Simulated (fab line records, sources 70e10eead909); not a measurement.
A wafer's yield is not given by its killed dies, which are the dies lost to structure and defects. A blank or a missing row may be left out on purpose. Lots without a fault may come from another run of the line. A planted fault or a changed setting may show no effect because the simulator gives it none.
fab line records	flow nandHarc
record: lots: 6	wafers: 18	lastDay: 34
route steps=1302 shown A_CONTACT@1080 A_BLC@1107 END@1302
lots with no fault: from the same line, run without faults
startH: start of the lot's first displayed wafer, in hours after the record's first day	waitH: hours elapsed since this lot's preceding step	" unchanged from the row above	L1.1+2: one row covering several wafers at once	- value missing, or start not given	* or withheld: withheld	< > ~ a bound
route shown NAME@n: a module of which the file shows steps, and the number in the route of the first	usual: mean/standard deviation taken from wafers without a fault	same: alike in all rows	chamber/n: place in a boat	sites: the reading at each site	_std_site: standard deviation of those values	_edge_site: mean of outer sites minus mean of inner sites	radiusMm: how far each site lies from the wafer's centre	mask NAME#n: copy n	behind: tool/chamber where the wafer was last shaped	hold: what put the lot on hold/how long, in hours/how the hold closed	device: which transistor (n, p or np) failed to switch	end of line: tests of these same wafers at the route's end	where a step has no rows: the recipe by itself	killed: not the wafer's yield, but the dies lost to structure and defects at the first sort	map: a wafer's dies, marking killed ones x, the rest . and places with no die _
set.NAME: the setting as run; set.NAME@STEP: as run at that earlier step	model.NAME: the simulator's own value behind a step, which no gauge read
lots seen at some steps along the route; tables by step, rows by wafer
services: a tool's chamber out of use, with start hour (startH, from the record's first day; less than 0 if before it), hours out, and reason
== steps ==
step: NHARC_A_CONTACT_INSPECT_10
usual: rawDefectCount: 81/35
lot.wafer	tool	chamber	startH	waitH	rawDefectCount
L369.2	defectInspect-02	-	522.12	0.0	61
L369.4	"	-	"	"	49
L369.6	"	-	"	"	70
L379.1	defectInspect-02	-	600.81	0.0	78
L379.4	"	-	"	"	108
L379.5	"	-	"	"	98
L380.1	defectInspect-02	-	622.48	0.0	98
L380.2	"	-	"	"	111
L380.3	"	-	"	"	105
L385.1	defectInspect-02	-	683.53	0.0	135
L385.4	"	-	"	"	112
L385.5	"	-	"	"	117
L390.1	defectInspect-02	-	724.08	0.0	94
L390.3	"	-	"	"	90
L390.6	"	-	"	"	90
L392.2	defectInspect-01	-	752.10	0.0	99
L392.4	"	-	"	"	100
L392.6	"	-	"	"	110
step: NHARC_A_CONTACT_DESCUM_13
recipe: timeS: 3	o2FlowSccm: 200	arFlowSccm: 0	biasPowerW: 0	chemistry: O2
step: NHARC_A_CONTACT_ETCH_88
recipe: targetDepthA: 390	overEtchFrac: 0.3	timeS: 65	ionEnergyEv: 80	cf4FlowSccm: 150	arFlowSccm: 0	rfW: 300	biasW: 100	chemistry: CF4
step: NHARC_A_CONTACT_ETCH_89
recipe: targetDepthA: 2600	overEtchFrac: 0.3	timeS: 475.3	ionEnergyEv: 200	n2FlowSccm: 150	h2FlowSccm: 150	arFlowSccm: 0	rfW: 400	biasW: 150	chemistry: N2/H2
usual: drypumpMotorCurrentA: 5.8/0.44	oesProductAu: 0.999/0.0091	rfVppV: 431.2/2.6	showerheadPlenumPTorr: 2.06/0.095	throttleValvePct: 14.172/0.0082
lot.wafer	tool	chamber	startH	waitH	drypumpMotorCurrentA	oesProductAu	rfHoursCounterH	rfVppV	showerheadPlenumPTorr	throttleValvePct
L369.4	rieDiel-02	0	-	-	6.7	0.990	39	433.0	2.09	14.180
L369.2	"	1	"	"	5.1	1.002	36	430.4	2.03	14.162
L369.6	"	2	"	"	5.5	1.001	-	431.4	2.04	14.177
L379.4	rieDiel-04	1	-	-	6.0	0.998	20	433.9	2.19	14.164
L379.1	"	2	"	"	6.3	0.992	20	435.0	2.19	14.175
L379.5	"	0	"	"	5.3	1.004	-	427.4	1.98	14.175
L380.3	rieDiel-08	2	-	-	5.3	0.993	9	429.5	2.03	14.182
L380.1	"	3	"	"	5.8	0.996	9	426.6	1.91	14.181
L380.2	"	0	"	"	6.4	1.005	10	435.4	2.20	14.162
L385.1	rieDiel-02	2	-	-	5.6	1.010	36	429.2	2.02	14.184
L385.4	"	0	"	"	6.7	1.005	34	430.7	2.08	14.173
L385.5	"	1	"	"	5.1	0.998	-	430.2	2.01	14.187
L390.3	rieDiel-04	3	-	-	6.1	0.989	1	431.9	2.13	14.170
L390.1	"	0	"	"	5.3	0.994	1	429.4	1.96	14.191
L390.6	"	3	"	"	6.1	0.986	-	433.9	2.13	14.179
L392.2	rieDiel-04	1	-	-	6.1	0.995	15	434.6	2.17	14.171
L392.4	"	3	"	"	6.1	1.005	-	432.4	2.13	14.171
L392.6	"	1	"	"	6.0	0.997	-	434.1	2.17	14.173
step: NHARC_A_CONTACT_ETCH_30
recipe: targetDepthA: 726	timeS: 36.3	cf4FlowSccm: 100	chf3FlowSccm: 30	arFlowSccm: 0	rfW: 500	biasW: 200	chemistry: CF4/CHF3
step: NHARC_A_CONTACT_ETCH_31
recipe: targetDepthA: 28000	overEtchFrac: 0.3	timeS: 728	ionEnergyEv: 150	o2FlowSccm: 400	cosFlowSccm: 20	arFlowSccm: 0	rfW: 500	biasW: 300	chemistry: O2/COS
step: NHARC_A_CONTACT_ETCH_134
recipe: sourceW: withheld	pressureMtorr: 20	biasV: withheld	timeS: 140	targetDepthA: 7000	arFlowSccm: withheld	c4f8FlowSccm: withheld	o2FlowSccm: withheld	chemistry: C4F8/O2/Ar
step: NHARC_A_CONTACT_ETCH_135
recipe: sourceW: withheld	pressureMtorr: 20	biasV: 1200	timeS: 311	targetDepthA: 19120	arFlowSccm: withheld	c4f8FlowSccm: withheld	o2FlowSccm: withheld	chemistry: C4F8/O2/Ar
step: NHARC_A_CONTACT_ETCH_136
recipe: sourceW: withheld	pressureMtorr: 20	biasV: 1200	timeS: 311	targetDepthA: 19120	arFlowSccm: withheld	c4f8FlowSccm: withheld	o2FlowSccm: withheld	chemistry: C4F8/O2/Ar
lot.wafer	tool	chamber	startH	waitH	rfHoursCounterH
L369.2	harCapEtch-03	1	523.79	0.2	52
L369.4	"	1	"	"	-
L369.6	"	1	"	"	-
L379.1	harCapEtch-03	1	602.48	0.2	69
L379.4	"	1	"	"	-
L379.5	"	1	"	"	-
L380.2	harCapEtch-02	1	624.30	0.3	104
L380.1	"	0	"	"	104
L380.3	"	1	"	"	-
L385.1	harCapEtch-01	0	685.19	0.2	33
L385.4	"	0	"	"	-
L385.5	"	0	"	"	-
L390.1	harCapEtch-01	1	726.00	0.2	39
L390.3	"	0	"	"	-
L390.6	"	0	"	"	-
L392.2	harCapEtch-02	0	754.07	0.2	125
L392.4	"	1	"	"	-
L392.6	"	0	"	"	-
step: NHARC_A_CONTACT_ETCH_137
recipe: sourceW: withheld	pressureMtorr: 20	biasV: 1200	timeS: 311	targetDepthA: 19120	arFlowSccm: withheld	c4f8FlowSccm: withheld	o2FlowSccm: withheld	chemistry: C4F8/O2/Ar
step: NHARC_A_CONTACT_ETCH_138
recipe: sourceW: withheld	pressureMtorr: 20	biasV: 1200	timeS: 311	targetDepthA: 19140	arFlowSccm: withheld	c4f8FlowSccm: withheld	o2FlowSccm: withheld	chemistry: C4F8/O2/Ar
step: NHARC_A_CONTACT_ETCH_139
recipe: sourceW: withheld	pressureMtorr: 20	biasV: 400	timeS: 195	targetDepthA: 8400	arFlowSccm: withheld	c4f8FlowSccm: 11.5	o2FlowSccm: 7.2	chemistry: C4F8/O2/Ar
step: NHARC_A_CONTACT_ETCH_92
recipe: targetDepthA: 400	overEtchFrac: 0.5	timeS: 85.7	ionEnergyEv: 120	ch3fFlowSccm: 50	o2FlowSccm: 30	arFlowSccm: 200	rfW: 500	biasW: 100	chemistry: CH3F/O2
usual: drypumpMotorCurrentA: 5.8/0.46	o2FlowSccm: 30.01/0.086	oesProductAu: 0.94/0.032	rfVppV: 244.6/1.7	showerheadPlenumPTorr: 2.48/0.1	throttleValvePct: 20.663/0.009
lot.wafer	tool	chamber	startH	waitH	drypumpMotorCurrentA	o2FlowSccm	oesProductAu	rfHoursCounterH	rfVppV	showerheadPlenumPTorr	throttleValvePct
L369.4	rieDiel-08	0	525.25	0.5	6.4	30.02	0.93	24	247.9	2.65	20.664
L369.2	"	3	"	"	5.8	30.15	0.93	25	241.8	2.31	20.663
L369.6	"	0	"	"	6.4	29.99	0.93	-	246.8	2.65	20.661
L379.1	rieDiel-08	0	603.86	0.5	6.4	30.13	0.94	7	249.2	2.65	20.666
L379.4	"	3	"	"	5.8	30.03	0.93	7	242.4	2.31	20.671
L379.5	"	1	"	"	5.9	29.86	0.93	-	241.9	2.40	20.658
L380.1	rieDiel-08	3	626.04	0.5	5.8	30.01	0.92	10	242.5	2.31	20.660
L380.2	"	0	"	"	6.4	29.96	0.92	10	247.0	2.65	20.663
L380.3	"	1	"	"	5.9	29.93	0.92	10	244.1	2.40	20.652
L385.4	rieDiel-02	3	686.57	0.4	5.5	30.05	0.92	35	245.6	2.50	20.661
L385.1	"	0	"	"	6.7	30.10	0.92	35	245.2	2.50	20.663
L385.5	"	2	"	"	5.5	30.04	0.92	-	244.1	2.44	20.664
L390.1	rieDiel-04	0	727.33	0.5	5.3	30.06	0.92	2	242.0	2.37	20.662
L390.3	"	3	"	"	6.1	30.19	0.92	2	245.8	2.56	20.664
L390.6	"	0	"	"	5.3	30.14	0.93	-	244.6	2.37	20.666
L392.4	rieDiel-08	2	755.39	0.4	5.3	30.16	0.92	3	243.6	2.43	20.676
L392.2	"	1	"	"	5.9	30.06	0.93	4	243.0	2.39	20.651
L392.6	"	2	"	"	5.3	30.00	0.92	-	244.8	2.43	20.667
step: NHARC_A_CONTACT_ETCH_98
recipe: targetDepthA: 200	overEtchFrac: 0.5	timeS: 10	ionEnergyEv: 250	c4f6FlowSccm: 25	o2FlowSccm: 20	arFlowSccm: 500	rfW: 600	biasW: 500	chemistry: C4F6/O2
usual: drypumpMotorCurrentA: 5.8/0.45	o2FlowSccm: 20.00/0.054	oesProductAu: 0.958/0.024	rfVppV: 547/3.5	showerheadPlenumPTorr: 3.96/0.16	throttleValvePct: 26.904/0.0097
lot.wafer	tool	chamber	startH	waitH	drypumpMotorCurrentA	o2FlowSccm	oesProductAu	rfHoursCounterH	rfVppV	showerheadPlenumPTorr	throttleValvePct
L369.4	rieDiel-08	3	-	-	5.8	19.99	0.934	25	542	3.70	26.902
L369.2	"	0	"	"	6.4	20.02	0.957	24	554	4.21	26.891
L369.6	"	3	"	"	5.8	20.03	0.937	-	541	3.70	26.903
L379.1	rieDiel-08	0	-	-	6.4	20.06	0.960	7	553	4.21	26.913
L379.4	"	1	"	"	5.9	20.04	0.941	7	547	3.84	26.905
L379.5	"	3	"	"	5.8	20.06	0.931	-	542	3.70	26.913
L380.2	rieDiel-08	2	-	-	5.3	20.01	0.942	10	546	3.90	26.907
L380.3	"	3	"	"	5.8	20.12	0.942	10	542	3.70	26.907
L380.1	"	1	"	"	5.9	20.10	0.940	10	545	3.83	26.914
L385.4	rieDiel-02	1	-	-	5.1	19.95	0.921	36	546	3.87	26.912
L385.1	"	0	"	"	6.7	19.90	0.928	35	548	3.98	26.908
L385.5	"	2	"	"	5.5	19.96	0.942	-	547	3.89	26.896
L390.3	rieDiel-04	0	727.50	0.1	5.3	20.06	0.970	2	545	3.79	26.902
L390.1	"	1	"	"	6.0	19.97	0.961	2	552	4.15	26.890
L390.6	"	0	"	"	5.3	20.04	0.972	-	543	3.79	26.908
L392.4	rieDiel-08	0	-	-	6.4	19.97	0.963	3	552	4.20	26.906
L392.2	"	3	"	"	5.8	19.99	0.953	3	541	3.68	26.895
L392.6	"	0	"	"	6.4	19.91	0.957	-	552	4.20	26.897
step: NHARC_A_CONTACT_CD_MEAS_15
usual: cdNm: 190.2/0.57
lot.wafer	tool	chamber	startH	waitH	cdNm
L369.2	cdSem-03	-	525.47	-	189.6
L369.4	"	-	"	"	190.6
L369.6	"	-	"	"	189.4
L379.1	cdSem-03	-	604.07	-	191.1
L379.4	"	-	"	"	191.1
L379.5	"	-	"	"	191.0
L380.1	cdSem-01	-	626.25	-	191.4
L380.2	"	-	"	"	190.4
L380.3	"	-	"	"	190.9
L385.1	cdSem-03	-	686.78	-	189.9
L385.4	"	-	"	"	190.0
L385.5	"	-	"	"	190.0
L390.1	cdSem-01	-	727.59	-	191.1
L390.3	"	-	"	"	190.4
L390.6	"	-	"	"	190.6
L392.2	cdSem-01	-	755.61	-	189.7
L392.4	"	-	"	"	189.6
L392.6	"	-	"	"	189.3
step: NHARC_A_CONTACT_STRIP_107
recipe: n2FlowSccm: 150	h2FlowSccm: 150	arFlowSccm: 0	biasW: 0	chemistry: N2/H2
step: NHARC_A_CONTACT_STRIP_108
recipe: cf4FlowSccm: 100	chf3FlowSccm: 30	arFlowSccm: 0	biasW: 0	chemistry: CF4/CHF3
step: NHARC_A_CONTACT_STRIP_109
recipe: o2FlowSccm: 400	cosFlowSccm: 20	arFlowSccm: 0	biasW: 0	chemistry: O2/COS
step: NHARC_A_CONTACT_ETCH_110
recipe: targetDepthA: 600	overetchA: 60	timeS: 33	ionEnergyEv: 100	cf4FlowSccm: 80	o2FlowSccm: 20	arFlowSccm: 0	rfW: 300	biasW: 100	chemistry: CF4/O2
usual: drypumpMotorCurrentA: 5.8/0.43	o2FlowSccm: 20.01/0.052	oesProductAu: 0.998/0.0093	rfVppV: 198.0/1.6	showerheadPlenumPTorr: 1.35/0.063	throttleValvePct: 13.398/0.0081
lot.wafer	tool	chamber	startH	waitH	drypumpMotorCurrentA	o2FlowSccm	oesProductAu	rfHoursCounterH	rfVppV	showerheadPlenumPTorr	throttleValvePct
L369.2	rieDiel-04	1	526.24	0.1	6.0	20.04	0.987	58	200.0	1.43	13.396
L369.4	"	0	"	"	5.3	20.04	1.004	50	195.4	1.30	13.391
L369.6	"	2	"	"	6.3	20.03	1.002	-	198.5	1.43	13.393
L379.4	rieDiel-04	3	604.38	0.1	6.1	20.05	0.986	20	198.7	1.40	13.400
L379.1	"	0	"	"	5.3	19.96	1.003	21	197.1	1.29	13.383
L379.5	"	0	"	"	5.3	20.04	1.017	-	195.8	1.29	13.411
L380.3	rieDiel-08	0	626.54	0.0	6.4	20.06	1.002	10	200.2	1.44	13.410
L380.1	"	2	"	"	5.3	20.01	0.994	10	199.3	1.33	13.402
L380.2	"	3	"	"	5.8	20.05	0.992	10	196.7	1.25	13.406
L385.1	rieDiel-08	1	687.08	0.1	5.9	19.98	1.004	20	196.8	1.30	13.411
L385.4	"	2	"	"	5.3	19.89	0.985	25	197.7	1.32	13.394
L385.5	"	0	"	"	6.4	20.01	1.010	-	200.8	1.44	13.395
L390.1	rieDiel-04	1	728.01	0.1	6.0	20.02	0.988	2	199.4	1.42	13.406
L390.3	"	3	"	"	6.1	19.97	0.989	2	199.1	1.39	13.396
L390.6	"	0	"	"	5.3	20.05	1.008	-	197.7	1.29	13.397
L392.4	rieDiel-08	1	756.40	0.1	5.9	19.99	1.002	4	196.7	1.30	13.383
L392.2	"	2	"	"	5.3	19.99	0.991	3	198.7	1.32	13.410
L392.6	"	1	"	"	5.9	20.05	1.003	-	196.7	1.30	13.404
step: NHARC_A_CONTACT_STRIP_26
recipe: o2FlowSccm: 500	arFlowSccm: 0	biasW: 0	chemistry: O2
step: NHARC_A_CONTACT_STRIP_27
recipe: timeS: 600	tempC: 30	chemistry: postEtchResidueRemover
step: NHARC_A_CONTACT_ALD_18
recipe: targetThkA: 30	pulseTimeS: 1	aldCycles: 150	tempC: 450	material: TiN
step: NHARC_A_CONTACT_CVD_19
recipe: targetThkA: 3000	tempC: 300	pressureTorr: 40	wf6FlowSccm: 40	h2FlowSccm: 1600	arFlowSccm: 1560	timeS: 802	material: W
step: NHARC_A_CONTACT_CMP_20
recipe: tOverpolishS: 30	targetThkNm: 300
step: NHARC_A_CONTACT_SRD_22
step: NHARC_A_BLC_DEHYDRATE_00
recipe: tempC: 150	timeS: 120
step: NHARC_A_BLC_HMDS_01
recipe: timeS: 30
step: NHARC_A_BLC_COAT_02
recipe: tempC: 260	timeS: 75
step: NHARC_A_BLC_COAT_03
recipe: tempC: 225	timeS: 65
step: NHARC_A_BLC_COAT_04
recipe: spinRpm: 1500	resistThkNm: 90
step: NHARC_A_BLC_SOFTBAKE_05
recipe: tempC: 105	timeS: 55
step: NHARC_A_BLC_EBR_06
step: NHARC_A_BLC_EXPOSE_07
recipe: na: 1.35	targetCdNm: 100	doseMj: 67.97	maskId: A_BLC
step: NHARC_A_BLC_PEB_08
recipe: pebTempC: 100	pebTimeS: 65
step: NHARC_A_BLC_DEVELOP_09
recipe: developTimeS: 35	devTempC: 23
step: NHARC_A_BLC_CD_MEAS_10
recipe: targetCdNm: 100	landingEnergyEv: 500
usual: cdNm: 100.3/0.52
lot.wafer	tool	chamber	startH	waitH	cdNm
L369.2	cdSem-03	0	528.89	-	101.5
L369.4	"	0	"	"	100.9
L369.6	"	0	"	"	101.3
L379.1	cdSem-01	0	606.91	-	100.7
L379.4	"	0	"	"	100.0
L379.5	"	0	"	"	100.5
L380.1	cdSem-02	0	629.19	-	100.5
L380.2	"	0	"	"	99.5
L380.3	"	0	"	"	99.7
L385.1	cdSem-03	0	689.70	-	100.3
L385.4	"	0	"	"	100.6
L385.5	"	0	"	"	99.1
L390.1	cdSem-01	0	730.73	-	100.7
L390.3	"	0	"	"	100.4
L390.6	"	0	"	"	100.4
L392.2	cdSem-02	0	759.04	-	101.1
L392.4	"	0	"	"	100.6
L392.6	"	0	"	"	100.6
step: NHARC_A_BLC_OVL_MEAS_11
usual: overlayXNm: -0.2/0.81	overlayYNm: 0.1/0.82
lot.wafer	tool	chamber	startH	waitH	overlayXNm	overlayYNm
L369.2	overlay-02	-	528.98	-	0.2	0.7
L369.4	"	-	"	"	1.5	1.0
L369.6	"	-	"	"	0.7	0.5
L379.1	overlay-02	-	607.00	-	-1.2	0.3
L379.4	"	-	"	"	-1.3	0.1
L379.5	"	-	"	"	-0.9	1.0
L380.1	overlay-02	-	629.28	-	0.1	-1.3
L380.2	"	-	"	"	0.0	-1.3
L380.3	"	-	"	"	-0.5	-0.7
L385.1	overlay-02	-	689.79	-	-0.7	-1.9
L385.4	"	-	"	"	-0.5	-2.0
L385.5	"	-	"	"	-1.1	-1.3
L390.1	overlay-01	-	730.82	-	1.0	0.0
L390.3	"	-	"	"	0.4	-0.5
L390.6	"	-	"	"	0.5	-0.8
L392.2	overlay-02	-	759.13	-	0.8	-0.8
L392.4	"	-	"	"	1.0	-0.6
L392.6	"	-	"	"	0.8	-0.5
step: NHARC_A_BLC_DESCUM_15
recipe: timeS: 3	o2FlowSccm: 200	arFlowSccm: 0	biasPowerW: 0	chemistry: O2
step: NHARC_A_BLC_ETCH_16
recipe: targetDepthA: 390	overEtchFrac: 0.3	timeS: 65	ionEnergyEv: 80	cf4FlowSccm: 150	arFlowSccm: 0	rfW: 300	biasW: 100	chemistry: CF4
usual: drypumpMotorCurrentA: 5.58/0.28	oesProductAu: 1.002/0.0086	rfVppV: 150.9/1.2	showerheadPlenumPTorr: 1.75/0.078	throttleValvePct: 13.285/0.0082
lot.wafer	tool	chamber	startH	waitH	drypumpMotorCurrentA	oesProductAu	rfHoursCounterH	rfVppV	showerheadPlenumPTorr	throttleValvePct
L369.4	rieDiel-10	0	529.16	0.1	5.67	0.990	8	150.8	1.73	13.303
L369.2	"	1	"	"	5.32	1.009	7	153.2	1.87	13.297
L369.6	"	0	"	"	5.68	0.995	-	149.9	1.73	13.280
L379.4	rieDiel-10	0	607.19	0.1	5.67	1.003	0	150.4	1.73	13.287
L379.1	"	1	"	"	5.29	1.017	0	151.5	1.87	13.279
L379.5	"	3	"	"	5.66	1.009	-	150.2	1.64	13.282
L380.2	rieDiel-09	3	629.47	0.1	5.03	0.994	7	150.0	1.71	13.287
L380.1	"	0	"	"	5.35	1.011	7	150.0	1.66	13.271
L380.3	"	1	"	"	5.35	1.013	6	152.6	1.79	13.282
L385.1	rieDiel-10	3	690.00	0.1	5.66	1.005	7	148.9	1.64	13.277
L385.4	"	3	"	"	5.64	1.012	-	148.8	1.64	13.299
L385.5	"	1	"	"	5.31	1.007	-	152.2	1.87	13.290
L390.3	rieDiel-10	1	731.00	0.1	5.31	1.006	13	153.8	1.86	13.261
L390.1	"	2	"	"	5.78	0.997	13	152.3	1.79	13.273
L390.6	"	1	"	"	5.31	1.002	-	152.6	1.86	13.273
L392.2	rieDiel-10	1	759.32	0.1	5.31	1.007	16	153.7	1.86	13.292
L392.4	"	2	"	"	5.79	1.001	17	151.5	1.79	13.279
L392.6	"	3	"	"	5.66	0.996	-	150.3	1.64	13.293
step: NHARC_END_SORT_01
recipe: tempC: 25
usual: killedAtArray: 56/19	killedAtOther: 1.0/1.3	killedAtPeriphery: 3.8/2.2	killedDies: 61/19	killedOpen: 3.1/1.9	killedShort: 2.3/1.5
same: grossDies: 677
lot.wafer	tool	chamber	startH	waitH	killedAtArray	killedAtOther	killedAtPeriphery	killedDies	killedOpen	killedShort
L379.1	prober-01	0	648.37	2.5	116	1	0	117	1	3
L379.4	prober-01	0	650.76	3.4	118	2	1	121	3	1
L379.5	prober-01	0	651.56	3.7	132	1	2	135	1	1
L380.1	prober-02	0	675.34	2.5	128	0	2	130	2	1
L380.2	prober-02	0	676.14	2.8	131	1	0	132	2	0
L380.3	prober-02	0	676.94	3.1	131	1	1	133	1	2
killed by level:class
L379.1 A_CONTACT:unspecified=74 A_SLIT:chamberFilmFlake=20 A_CHANNEL_HOLE_D2:chamberFilmFlake=6 A_STAIRCASE:chamberFilmFlake=5 A_CHANNEL_FILL_D1:geometricParticle:short=2 A_CHANNEL_HOLE_D1:chamberFilmFlake=2 A_DECK1_JOINT:chamberFilmFlake=2 A_BLC:chamberFilmFlake=2
L379.4 A_CONTACT:unspecified=61 A_SLIT:chamberFilmFlake=21 A_CHANNEL_HOLE_D2:chamberFilmFlake=10 A_CONTACT:chamberFilmFlake=9 A_CHANNEL_HOLE_D1:chamberFilmFlake=6 A_STAIRCASE:chamberFilmFlake=5 THIN_TSV:chamberFilmFlake=2 P_CONTACT:geometricParticle:open=1
L379.5 A_CONTACT:unspecified=69 A_SLIT:chamberFilmFlake=27 A_CHANNEL_HOLE_D2:chamberFilmFlake=12 A_BLC:chamberFilmFlake=8 A_STAIRCASE:chamberFilmFlake=7 A_CHANNEL_HOLE_D1:chamberFilmFlake=4 A_CONTACT:chamberFilmFlake=4 P_GATE:geometricParticle:short=1
L380.1 A_CONTACT:unspecified=58 A_CHANNEL_HOLE_D1:chamberFilmFlake=34 A_SLIT:chamberFilmFlake=27 A_CONTACT:chamberFilmFlake=2 A_WL_FILL:chamberFilmFlake=2 P_STI:geometricParticle:open=1 P_M0:geometricParticle:open=1 A_CHANNEL_FILL_D2:geometricParticle:short=1
L380.2 A_CONTACT:unspecified=68 A_CHANNEL_HOLE_D1:chamberFilmFlake=33 A_SLIT:chamberFilmFlake=22 A_CONTACT:chamberFilmFlake=4 A_CONTACT:geometricParticle:open=2 A_CHANNEL_FILL_D2:chamberFilmFlake=1 A_STAIRCASE:chamberFilmFlake=1 THIN_TSV:chamberFilmFlake=1
L380.3 A_CONTACT:unspecified=73 A_CHANNEL_HOLE_D1:chamberFilmFlake=25 A_SLIT:chamberFilmFlake=25 A_WL_FILL:chamberFilmFlake=3 A_CHANNEL_FILL_D1:chamberFilmFlake=2 P_GATE:geometricParticle:open=1 A_SOURCE_PLATE:geometricParticle:short=1 A_ONON_D1:geometricParticle:short=1
map L379.5 (x killed, . not)
____________.____________
_________.x....._________
_______xxxxx......_______
______xx.xxx.......______
_____.xxxx.x........_____
____..xxxxxxx........____
____.xxxxxxx.........____
___..xxxxxxx...x.x....___
___..xxxxxxx......x...___
__...xxxxxxx.xx........__
__...xxxxxxxxx....x....__
_....x.xxxxx....x......._
_..x...x.xxx..xx..x....._
_.......x.xxx.xxx...x..._
_..x.........xxx........_
_..x.....x..xxxx.x.x...._
.............x.xx..x.....
.x.......x..xxxxxxx......
..........x.xxxxxx.......
............xxxxxx.......
.............x..x........
_.............x........._
_......................._
_...x.............x....._
_..................x...._
_..........x............_
__.....................__
__...........x.........__
___...................___
___...................___
____.................____
____.................____
_____..............._____
______.............______
_______..........._______
_________......._________
____________.____________
map L380.3 (x killed, . not)
____________.____________
_________......._________
_______xxxx......._______
______xxx.xx.......______
_____xxxxxxx........_____
____.xxxxxx.xx....x.x____
____.xxxxxxxx........____
___.xxxxxxxx.x........___
___..xxxxxx........xx.___
__...xxxxxxxx..........__
__..xxxxxxxx...........__
_.....xxxxx............._
_........x.....x...x...._
_......xx.....x..x......_
_......x.....xxxx......._
_.......x...x.xxxx......_
............xxxxx........
...........xxxxxx.x......
..............xxx........
.............xxxxxx......
...........x.x.xxx.......
_.........x..xxxx.x....._
_............xxxx......._
_.............xx.x.....x_
_......................._
_......................._
__.....................__
__............x........__
___................x..___
___...................___
____.................____
____.................____
_____........x......_____
______.............______
_______..........._______
_________......._________
____________.____________
== services ==
tool	chamber	startH	hours	kind
harCapEtch-01	-	504.50	0.9	repair
harCapEtch-02	-	535.22	0.4	repair
rieDiel-04	-	536.33	9.0	pm
rieDiel-08	-	545.53	9.0	pm
rieDiel-02	-	574.52	9.0	pm
rieDiel-10	-	596.51	9.0	pm
rieDiel-09	1	616.51	4.3	repair
rieDiel-09	-	622.64	4.1	repair
rieDiel-08	0	646.93	37.9	repair
rieDiel-08	1	666.00	16.1	repair
rieDiel-04	3	673.68	6.7	repair
rieDiel-09	-	674.25	9.0	pm
rieDiel-10	0	685.11	5.4	repair
rieDiel-08	-	709.20	1.4	repair
rieDiel-04	-	711.55	0.3	repair
rieDiel-04	-	713.38	9.0	pm
rieDiel-02	0	716.50	3.6	repair
rieDiel-02	3	717.51	2.5	repair
rieDiel-08	-	722.84	9.0	pm
rieDiel-04	0	743.17	2.8	repair
rieDiel-08	-	744.56	0.5	repair
rieDiel-02	2	748.02	5.4	repair
rieDiel-02	-	751.52	9.0	pm
harCapEtch-02	-	755.11	17.0	pm
== key ==
firstSign: step: NHARC_END_SORT_01	reading: killedAtArray	direction: up	sigmas: 3.7	usual: 56	struck: 126
effect: step: NHARC_END_SORT_01	reading: killedDies	direction: up	sigmas: 3.5	usual: 61	struck: 128
moreKillsBornAt: NHARC_A_CONTACT_ETCH_92@rieDiel-08: 403
metAt NHARC_A_CONTACT_ETCH_92
struckWafers L379.1,L379.4,L379.5,L380.1,L380.2,L380.3
testerLeftOut L379,L380
onsetBetween 525.25 603.86
fault: kind: chamberParticleSource	tool: rieDiel-08	chamber: -	onsetH: 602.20	steps: NHARC_A_CONTACT_ETCH_92	ratePerVisitCm2: 0.51039	endH: 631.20
testerLeftOut: of these lots the tester's yield and bins aren't shown, on N5 and GAA mostly nor the transistor test; their killed dies are dies lost to structure and defects alone, not to doping, threshold or leakage, so they don't give the yield
